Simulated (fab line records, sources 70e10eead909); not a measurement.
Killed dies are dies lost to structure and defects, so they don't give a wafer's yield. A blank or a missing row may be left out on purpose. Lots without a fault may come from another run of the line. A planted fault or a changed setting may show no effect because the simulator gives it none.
fab line records | flow nand_harc
record lots=6 wafers=18 last_day=33
route steps=1302 shown A_ONON_D1@439 A_CHANNEL_HOLE_D1@450 END@1302
lots that met no fault: from a run of the same line without faults
start_h: hours from the record's first day to the start of the lot's first wafer shown | wait_h: hours since the lot's step before | " the same as in the row above | L1.1+2: a row that stands for several wafers | - no value, or no start given | * or withheld: withheld | < > ~ a bound
route shown NAME@n: a module of which the file shows steps, and the number in the route of the first | usual: mean/standard deviation of fault-free wafers | same: alike in all rows | chamber/n: place in a boat | sites: the reading at each site | _std_site: their standard deviation | _edge_site: outer sites' mean less inner sites' | radius_mm: how far each site lies from the wafer's centre | mask NAME#n: copy n | behind: the tool/chamber that last shaped the wafer | hold: why the lot was held/for how many hours/how that ended | device: the transistor (n, p or np) that didn't switch | end of line: the same wafers' tests at the end of the route | a step without rows: its recipe alone | killed: dies lost to structure and defects at the first sort, not the wafer's yield | map: a wafer's dies, x killed, . not, _ none there
set.NAME: the setting as run; set.NAME@STEP: as run at that earlier step | model.NAME: the simulator's own value behind a step, which no gauge read
lots at some steps of the route; a table a step, a row a wafer
services: from which hour (start_h, from the record's first day; less than 0 if before it) a tool's chamber was out of use, for how many hours, and why
## steps
# step NHARC_A_ONON_D1_THK_MEAS_21
# recipe thk_meas_gauge=ellipsometry
# usual thk_nm=1000/9.7
# columns lot.wafer tool chamber start_h wait_h thk_nm
L385.2 film_metro-01 - 212.64 - 996
L385.3 " - " " 993
L385.6 " - " " 995
L389.1 film_metro-01 - 254.89 - 1017
L389.2 " - " " 1016
L389.3 " - " " 1016
L392.1 film_metro-02 - 281.56 - 1002
L392.2 " - " " 1001
L392.3 " - " " 1001
L399.1 film_metro-01 - 354.52 - 986
L399.2 " - " " 986
L399.5 " - " " 984
L401.1 film_metro-01 - 379.80 - 996
L401.2 " - " " 996
L401.3 " - " " 995
L404.1 film_metro-02 - 403.69 - 1004
L404.2 " - " " 1002
L404.3 " - " " 1003
# step NHARC_A_ONON_D1_DEP_22
# recipe target_thk_a=10000 n2_flow_sccm=2750 n2o_flow_sccm=2000 nh3_flow_sccm=500 sih4_flow_sccm=210 temp_c=400
# step NHARC_A_ONON_D1_THK_MEAS_24
# recipe thk_meas_gauge=ellipsometry
# usual thk_nm=998/10
# columns lot.wafer tool chamber start_h wait_h thk_nm
L385.2 film_metro-01 - 213.21 - 995
L385.3 " - " " 994
L385.6 " - " " 995
L389.1 film_metro-01 - 255.45 - 998
L389.2 " - " " 998
L389.3 " - " " 998
L392.1 film_metro-01 - 282.12 - 1002
L392.2 " - " " 1004
L392.3 " - " " 1004
L399.1 film_metro-02 - 355.09 - 1001
L399.2 " - " " 1002
L399.5 " - " " 1001
L401.1 film_metro-01 - 380.36 - 1013
L401.2 " - " " 1013
L401.3 " - " " 1011
L404.1 film_metro-02 - 404.26 - 1003
L404.2 " - " " 1004
L404.3 " - " " 1004
# step NHARC_A_ONON_D1_DEP_25
# recipe target_thk_a=10000 n2_flow_sccm=2750 n2o_flow_sccm=2000 nh3_flow_sccm=500 sih4_flow_sccm=210 temp_c=400
# step NHARC_A_ONON_D1_THK_MEAS_27
# recipe thk_meas_gauge=ellipsometry
# usual thk_nm=1000/9.1
# columns lot.wafer tool chamber start_h wait_h thk_nm
L385.2 film_metro-01 - 213.77 - 975
L385.3 " - " " 977
L385.6 " - " " 977
L389.1 film_metro-01 - 256.02 - 995
L389.2 " - " " 995
L389.3 " - " " 995
L392.1 film_metro-02 - 282.68 - 1008
L392.2 " - " " 1009
L392.3 " - " " 1007
L399.1 film_metro-02 - 355.66 - 1002
L399.2 " - " " 1001
L399.5 " - " " 1002
L401.1 film_metro-01 - 380.93 - 989
L401.2 " - " " 992
L401.3 " - " " 991
L404.1 film_metro-01 - 404.82 - 1008
L404.2 " - " " 1007
L404.3 " - " " 1009
# step NHARC_A_ONON_D1_DEP_28
# recipe target_thk_a=10000 n2_flow_sccm=2750 n2o_flow_sccm=2000 nh3_flow_sccm=500 sih4_flow_sccm=210 temp_c=400
# step NHARC_A_ONON_D1_THK_MEAS_30
# recipe thk_meas_gauge=ellipsometry
# usual thk_nm=1002/11
# columns lot.wafer tool chamber start_h wait_h thk_nm
L385.2 film_metro-01 - 214.33 - 1006
L385.3 " - " " 1005
L385.6 " - " " 1004
L389.1 film_metro-02 - 256.59 - 1011
L389.2 " - " " 1011
L389.3 " - " " 1011
L392.1 film_metro-02 - 283.25 - 1006
L392.2 " - " " 1004
L392.3 " - " " 1004
L399.1 film_metro-01 - 356.22 - 995
L399.2 " - " " 992
L399.5 " - " " 995
L401.1 film_metro-01 - 381.51 - 1004
L401.2 " - " " 1004
L401.3 " - " " 1004
L404.1 film_metro-01 - 405.39 - 1001
L404.2 " - " " 1001
L404.3 " - " " 1001
# step NHARC_A_ONON_D1_DEP_33
# recipe target_thk_a=2000 temp_c=400 pressure_torr=6.5 rf_w=900 teos_flow_sccm=161.4 flow_sccm=2650 target_thk_nm=200 gas=O2 material=SiO2
# usual heater_power_outer_w=275/84 heater_power_w=523/120 rf_fwd_power_W=898.5/2.7 susceptor_temp_C=400.03/0.21 throttle_valve_pct=15.9/0.62
# columns lot.wafer tool chamber start_h wait_h heater_power_outer_w heater_power_w rf_fwd_power_W susceptor_temp_C throttle_valve_pct
L385.3 pecvd-02 0 214.43 0.1 244 449 894.0 399.94 16.2
L385.2 " 1 " " 418 707 902.3 399.97 15.3
L385.6 " 1 " " 420 702 898.7 399.82 15.1
L389.2 pecvd-03 1 256.65 0.1 354 602 901.0 399.77 15.8
L389.1 " 2 " " 197 357 899.2 400.33 17.5
L389.3 " 0 " " 444 798 896.9 400.18 16.4
L392.3 pecvd-02 0 283.31 0.1 210 414 899.0 400.44 16.1
L392.1 " 1 " " 380 656 897.7 400.28 15.2
L392.2 " 2 " " 231 501 900.3 400.30 15.3
L399.1 pecvd-03 1 356.32 0.1 311 537 906.3 399.76 15.9
L399.2 " 2 " " 153 305 898.2 400.27 17.7
L399.5 " 1 " " 314 559 902.1 400.07 15.6
L401.1 pecvd-02 0 381.56 0.1 261 478 900.6 400.12 16.0
L401.3 " 1 " " 277 497 895.2 399.85 15.3
L401.2 " 2 " " 225 520 895.6 399.64 15.6
L404.1 pecvd-02 1 405.45 0.1 358 610 901.5 400.19 15.0
L404.2 " 2 " " 231 512 895.9 399.93 15.9
L404.3 " 0 " " 219 414 896.2 399.97 16.2
# step NHARC_A_ONON_D1_THK_MEAS_34
# recipe thk_meas_gauge=ellipsometry
# usual thk_nm=198/3.1
# columns lot.wafer tool chamber start_h wait_h thk_nm
L385.2 film_metro-01 - 214.80 - 194
L385.3 " - " " 195
L385.6 " - " " 197
L389.1 film_metro-02 - 257.06 - 198
L389.2 " - " " 196
L389.3 " - " " 197
L392.1 film_metro-02 - 283.72 - 199
L392.2 " - " " 198
L392.3 " - " " 193
L399.1 film_metro-02 - 356.69 - 202
L399.2 " - " " 199
L399.5 " - " " 206
L401.1 film_metro-01 - 381.98 - 198
L401.2 " - " " 196
L401.3 " - " " 197
L404.1 film_metro-02 - 405.87 - 197
L404.2 " - " " 198
L404.3 " - " " 199
# step NHARC_A_ONON_D1_INSPECT_32
# usual raw_defect_count=76/28
# columns lot.wafer tool chamber start_h wait_h raw_defect_count
L385.2 defect_inspect-01 - 214.87 0.0 63
L385.3 " - " " 65
L385.6 " - " " 53
L389.1 defect_inspect-01 - 257.13 0.0 56
L389.2 " - " " 54
L389.3 " - " " 59
L392.1 defect_inspect-02 - 283.79 0.0 68
L392.2 " - " " 125
L392.3 " - " " 58
L399.1 defect_inspect-01 - 356.75 0.0 83
L399.2 " - " " 111
L399.5 " - " " 102
L401.1 defect_inspect-02 - 382.04 0.0 42
L401.2 " - " " 62
L401.3 " - " " 53
L404.1 defect_inspect-01 - 405.95 0.0 47
L404.2 " - " " 129
L404.3 " - " " 80
# step NHARC_A_CHANNEL_HOLE_D1_DEP_00
# recipe target_thk_a=31000 temp_c=400 material=aC
# usual susceptor_temp_C=399.97/0.23 throttle_valve_pct=34.998/0.01
# columns lot.wafer tool chamber start_h wait_h susceptor_temp_C throttle_valve_pct
L385.2 acl_dep-02 0 218.70 3.8 399.85 34.999
L385.3 " 0 " " 400.33 34.996
L385.6 " 0 " " 400.31 35.010
L389.1 acl_dep-03 0 262.57 5.4 399.62 35.003
L389.2 " 0 " " 399.69 34.992
L389.3 " 0 " " 399.73 34.988
L392.1 acl_dep-02 0 286.79 3.0 399.66 35.022
L392.2 " 0 " " 399.86 34.980
L392.3 " 0 " " 399.94 35.007
L399.1 acl_dep-02 0 356.82 0.1 400.05 34.994
L399.2 " 0 " " 399.87 34.996
L399.5 " 0 " " 400.03 35.015
L401.1 acl_dep-02 0 385.16 3.1 400.30 34.997
L401.2 " 0 " " 400.14 34.989
L401.3 " 0 " " 400.20 34.999
L404.1 acl_dep-02 0 408.53 2.6 - 34.989
L404.2 " 0 " " - 35.008
L404.3 " 0 " " - 34.977
# step NHARC_A_CHANNEL_HOLE_D1_DEP_01
# recipe target_thk_a=1400 target_thk_nm=140 temp_c=400 pressure_torr=3.5 flow_sccm=200 rf_w=350 material=SiON
# usual heater_power_outer_w=439/77 heater_power_w=724/120 rf_fwd_power_W=348.7/1.1 susceptor_temp_C=399.99/0.2
# columns lot.wafer tool chamber start_h wait_h heater_power_outer_w heater_power_w rf_fwd_power_W susceptor_temp_C
L385.2 pecvd-04 0 220.34 1.3 544 892 347.9 400.01
L385.3 " 2 " " 370 654 349.2 400.07
L385.6 " 1 " " 375 624 347.7 399.74
L389.2 pecvd-03 2 264.50 1.3 334 541 348.1 400.03
L389.3 " 0 " " 507 880 348.3 400.02
L389.1 " 1 " " 433 710 349.2 399.79
L392.2 pecvd-01 1 288.71 1.3 468 734 347.0 400.24
L392.3 " 2 " " 379 649 348.6 400.08
L392.1 " 0 " " 475 747 348.9 400.24
L399.1 pecvd-03 2 358.78 1.6 336 559 404.2 400.43
L399.2 " 1 " " 438 721 406.8 400.10
L399.5 " 0 " " 585 956 403.1 400.00
L401.1 pecvd-03 2 387.09 1.6 336 554 404.5 399.89
L401.2 " 0 " " 497 828 404.2 399.73
L401.3 " 1 " " 491 827 403.5 399.74
L404.2 pecvd-04 2 410.44 1.3 353 643 348.5 400.23
L404.1 " 0 " " 471 825 348.9 400.16
L404.3 " 1 " " 389 659 349.3 399.80
# step NHARC_A_CHANNEL_HOLE_D1_DEHYDRATE_02
# recipe temp_c=150 time_s=120
# step NHARC_END_SORT_01
# recipe temp_c=25
# usual killed_at_array=50/20 killed_at_other=1.2/1.5 killed_at_periphery=3.6/2.6 killed_dies=55/20 killed_open=3.4/2 killed_short=2.7/1.6
# same gross_dies=677
# columns lot.wafer tool chamber start_h wait_h killed_at_array killed_at_other killed_at_periphery killed_dies killed_open killed_short
L385.2 prober-01 0 604.09 2.8 55 2 0 57 3 1
L385.3 prober-01 0 604.89 3.1 56 6 2 64 6 3
L385.6 prober-01 0 607.29 4.0 61 3 0 64 1 1
L389.1 prober-01 0 645.21 2.5 32 0 4 36 5 4
L389.2 prober-01 0 646.01 2.8 24 0 2 26 0 3
L389.3 prober-01 0 646.80 3.1 22 1 3 26 5 1
L401.1 prober-02 0 772.48 2.5 75 6 3 84 4 2
L401.2 prober-02 0 773.28 2.8 57 2 4 63 4 2
L401.3 prober-02 0 774.08 3.1 42 4 3 49 2 2
L404.1 prober-02 0 780.73 2.5 40 1 2 43 5 4
L404.2 prober-02 0 781.52 2.8 64 0 3 67 5 2
L404.3 prober-02 0 782.32 3.1 58 1 4 63 1 3
# killed by level:class
L385.2 A_CHANNEL_HOLE_D1:chamber_film_flake=35 A_CONTACT:chamber_film_flake=4 A_CHANNEL_HOLE_D2:chamber_film_flake=3 A_ONON_D1:geometric_particle:open=2 A_STAIRCASE:chamber_film_flake=2 A_M0:chamber_film_flake=2 THIN_TSV:chamber_film_flake=2 A_DECK1_JOINT:geometric_particle:open=1
L385.3 A_CHANNEL_HOLE_D1:chamber_film_flake=29 A_CHANNEL_HOLE_D2:chamber_film_flake=12 THIN_TSV:chamber_film_flake=5 P_CONTACT:geometric_particle:open=2 A_CONTACT:chamber_film_flake=2 A_SOURCE_PLATE:geometric_particle:open=1 A_ONON_D1:geometric_particle:short=1 A_CHANNEL_FILL_D1:geometric_particle:short=1
L385.6 A_CHANNEL_HOLE_D1:chamber_film_flake=35 A_CHANNEL_HOLE_D2:chamber_film_flake=11 A_STAIRCASE:chamber_film_flake=5 THIN_TSV:chamber_film_flake=3 A_CONTACT:chamber_film_flake=3 A_ZERO_WELL:chamber_film_flake=2 A_ONON_D2:geometric_particle:open=1 A_ONON_D2:geometric_particle:short=1
L389.1 A_CHANNEL_HOLE_D2:chamber_film_flake=16 P_CONTACT:geometric_particle:open=2 A_STAIRCASE:chamber_film_flake=2 A_WL_FILL:chamber_film_flake=2 A_CONTACT:chamber_film_flake=2 A_M0:chamber_film_flake=2 P_M0:geometric_particle:short=1 A_ONON_D1:geometric_particle:short=1
L389.2 A_CHANNEL_HOLE_D2:chamber_film_flake=8 A_M0:chamber_film_flake=5 A_STAIRCASE:chamber_film_flake=4 A_CHANNEL_HOLE_D1:chamber_film_flake=3 P_GATE:geometric_particle:short=1 A_CHANNEL_FILL_D1:geometric_particle:short=1 A_ONON_D2:geometric_particle:short=1 P_ZERO_WELL:chamber_film_flake=1
L389.3 A_CHANNEL_HOLE_D1:chamber_film_flake=7 A_WL_FILL:chamber_film_flake=5 P_CONTACT:chamber_film_flake=2 A_CHANNEL_HOLE_D2:chamber_film_flake=2 A_STAIRCASE:chamber_film_flake=2 P_CONTACT:geometric_particle:open=1 A_WL_FILL:geometric_particle:open=1 A_CONTACT:geometric_particle:open=1
L401.1 A_SLIT:chamber_film_flake=39 A_CHANNEL_HOLE_D2:chamber_film_flake=11 A_CHANNEL_HOLE_D1:chamber_film_flake=8 A_CONTACT:chamber_film_flake=7 THIN_TSV:chamber_film_flake=6 A_STAIRCASE:chamber_film_flake=3 A_CHANNEL_FILL_D1:geometric_particle:open=2 P_GATE:geometric_particle:open=1
L401.2 A_CHANNEL_HOLE_D2:chamber_film_flake=26 A_CONTACT:chamber_film_flake=10 A_CHANNEL_HOLE_D1:chamber_film_flake=6 A_SLIT:chamber_film_flake=5 A_STAIRCASE:chamber_film_flake=5 THIN_TSV:chamber_film_flake=2 P_STI:geometric_particle:open=1 A_CHANNEL_HOLE_D1:geometric_particle:open=1
L401.3 A_CHANNEL_HOLE_D1:chamber_film_flake=10 A_CONTACT:chamber_film_flake=8 A_CHANNEL_HOLE_D2:chamber_film_flake=7 A_SLIT:chamber_film_flake=6 A_STAIRCASE:chamber_film_flake=4 THIN_TSV:chamber_film_flake=4 A_DECK1_JOINT:chamber_film_flake=3 A_CHANNEL_HOLE_D1:geometric_particle:short=1
L404.1 A_STAIRCASE:chamber_film_flake=8 A_CONTACT:chamber_film_flake=8 A_CHANNEL_HOLE_D2:chamber_film_flake=7 A_SLIT:chamber_film_flake=5 A_SOURCE_PLATE:geometric_particle:short=2 A_ONON_D2:geometric_particle:open=2 A_CHANNEL_FILL_D2:geometric_particle:open=1 A_CHANNEL_FILL_D2:geometric_particle:short=1
L404.2 A_SLIT:chamber_film_flake=25 A_CHANNEL_HOLE_D2:chamber_film_flake=16 A_CONTACT:chamber_film_flake=7 A_ZERO_WELL:chamber_film_flake=3 A_WL_FILL:chamber_film_flake=3 A_CHANNEL_FILL_D2:geometric_particle:open=2 P_BONDPAD:chamber_film_flake=2 A_STAIRCASE:chamber_film_flake=2
L404.3 A_SLIT:chamber_film_flake=24 A_CHANNEL_HOLE_D2:chamber_film_flake=22 A_STAIRCASE:chamber_film_flake=6 A_CONTACT:chamber_film_flake=3 P_M0:geometric_particle:short=1 A_CHANNEL_FILL_D1:geometric_particle:short=1 A_ONON_D2:geometric_particle:open=1 A_WL_FILL:geometric_particle:short=1
## services
# columns tool chamber start_h hours kind
pecvd-01 2 191.76 5.7 repair
pecvd-03 0 198.01 - clean
pecvd-03 1 198.01 - clean
pecvd-03 2 198.01 - clean
pecvd-02 - 227.47 13.0 pm
acl_dep-02 - 245.70 13.0 pm
pecvd-02 - 261.23 1.9 repair
pecvd-01 2 265.00 2.1 repair
pecvd-03 - 265.50 1.8 repair
pecvd-04 - 269.00 13.0 pm
acl_dep-03 - 307.16 13.0 pm
pecvd-04 - 308.10 0.3 repair
pecvd-01 - 311.27 13.0 pm
acl_dep-02 - 318.41 6.8 repair
pecvd-03 - 339.29 1.7 repair
pecvd-02 1 349.80 28.0 repair
pecvd-03 - 366.01 13.0 pm
pecvd-03 0 366.01 13.0 vent_cycle
pecvd-03 1 366.01 13.0 vent_cycle
pecvd-03 2 366.01 13.0 vent_cycle
pecvd-03 0 379.01 - clean
pecvd-03 1 379.01 - clean
pecvd-03 2 379.01 - clean
pecvd-02 - 408.47 13.0 pm
## key
first_sign step=NHARC_A_CHANNEL_HOLE_D1_DEP_01 reading=rf_fwd_power_W direction=up sigmas=52 usual=* struck=*
effect none on later readings
met_at NHARC_A_CHANNEL_HOLE_D1_DEP_01
struck_wafers L399.1,L399.2,L399.5,L401.1,L401.2,L401.3
tester_left_out L399,L401
onset_between 264.50 358.78
fault kind=process_parameter_drift tool=pecvd-03 chamber=- onset_h=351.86 steps=NHARC_A_CHANNEL_HOLE_D1_DEP_01 channel=rf_w offset=* shape=step end_h=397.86 acts_in=* stated=*
# tester_left_out: of these lots the tester's yield and bins aren't shown, on N5 and GAA mostly nor the transistor test; their killed dies are dies lost to structure and defects alone, not to doping, threshold or leakage, so they don't give the yield
